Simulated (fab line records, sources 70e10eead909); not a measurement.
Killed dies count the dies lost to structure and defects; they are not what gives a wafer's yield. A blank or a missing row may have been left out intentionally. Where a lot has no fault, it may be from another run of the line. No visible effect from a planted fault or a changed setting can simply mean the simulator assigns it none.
Problem report in the 8D (eight disciplines) form, filled by code ; flow nand harc ; the parts of the form that need people (team, actions taken, sign-off) are left out

== 1. WHAT IS WRONG ==
At NHARC_A_ONON_D1_THK_MEAS_18, thk nm averages 403 nm over 3 wafers from 2 lots, while fault-free wafers read 1000 nm, standard deviation 10. That is -60 standard deviations from the usual mean.
The step: measures by ellipsometry.
First observed at day 14 16:23: wafer L531.1, on film metro-01. At this step, 40 wafers from 14 lots have a number in the record. The rule behind "out" and "out of limits": a value lying over 4 standard deviations away from the usual mean. Any other wafer with a number is counted as sound.

== 2. WHAT IT IS AND WHAT IT IS NOT ==
question;is;is not
which readings at this step;thk nm;-
which lots;L531, L535;L518, L519, L520, L522, L523, L524, L527, L529, L537, L538, L540, L541
which wafers of those lots;L531.1, L531.3, L535.3;L531.2
read on which gauges;film metro-01, film metro-02;-
when;from day 14 16:23;"up to then (25 sound wafers); but 12 sound wafers of L537, L538, L540, L541 came after"

== 3. WHAT RULES OUT EACH SUSPECT ==
Counting: if a tool at a process step up to the reading ran every lot that is out, it stays a suspect. Sound lots after the first of them don't rule it out here, since some wafers of a struck lot are sound.
- the gauge at NHARC_A_ONON_D1_THK_MEAS_18: ruled out. The wafers that are out were read on 2 gauges (film metro-01, film metro-02).
- rtp anneal-01 at NHARC_A_ZERO_WELL_RTA_16 (time 10 s): kept. Every lot that is out went through it, the first being L531 (day 13 05:35); the last sound lot it ran before that was L523 (day 9 00:55).
- pecvd onon-02 at NHARC_A_ONON_D1_DEP_16 (target thk 1000 nm): kept. Every lot that is out went through it, the first being L531 (day 14 15:53); the last sound lot it ran before that was L527 (day 11 16:45).
Left after counting: rtp anneal-01 at NHARC_A_ZERO_WELL_RTA_16, pecvd onon-02 at NHARC_A_ONON_D1_DEP_16.

== 4. THE CAUSE (what the simulator had put in) ==
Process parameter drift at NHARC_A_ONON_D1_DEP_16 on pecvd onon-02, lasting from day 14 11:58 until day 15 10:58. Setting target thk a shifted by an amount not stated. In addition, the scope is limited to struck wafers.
This tool is one of the 2 suspects left after counting.

== 5. THE EFFECT CHAIN, in route order ==
Each row: a reading where the mean over the struck wafers with a number is more than 3 standard deviations away from the usual. Only readings whose record carries a usual standard deviation are examined. hours: median over the lots of the time between each lot's start at the first step of this table that gives one and its start at this step. sigmas: the change, counted in usual standard deviations.
hours;step;reading;usual;on struck wafers;change;sigmas
0;NHARC_A_ONON_D1_THK_MEAS_18;thk nm;1000 nm;403;-597;-60

== 6. HOW IT WOULD HAVE BEEN CAUGHT EARLIER ==
In this record the first reading out of limits at a measuring or inspecting step was taken at day 14 16:23, 4 hours after the fault began at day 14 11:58.
Tool readings at NHARC_A_ONON_D1_DEP_16 with a usual standard deviation given in the record: none out on any struck wafer, hence no alarm at a limit of 4 standard deviations on them.
Lots out: 2; of these, L535 started NHARC_A_ONON_D1_DEP_16 on pecvd onon-02 after day 14 16:23. Holding the tool at that time would have saved it.
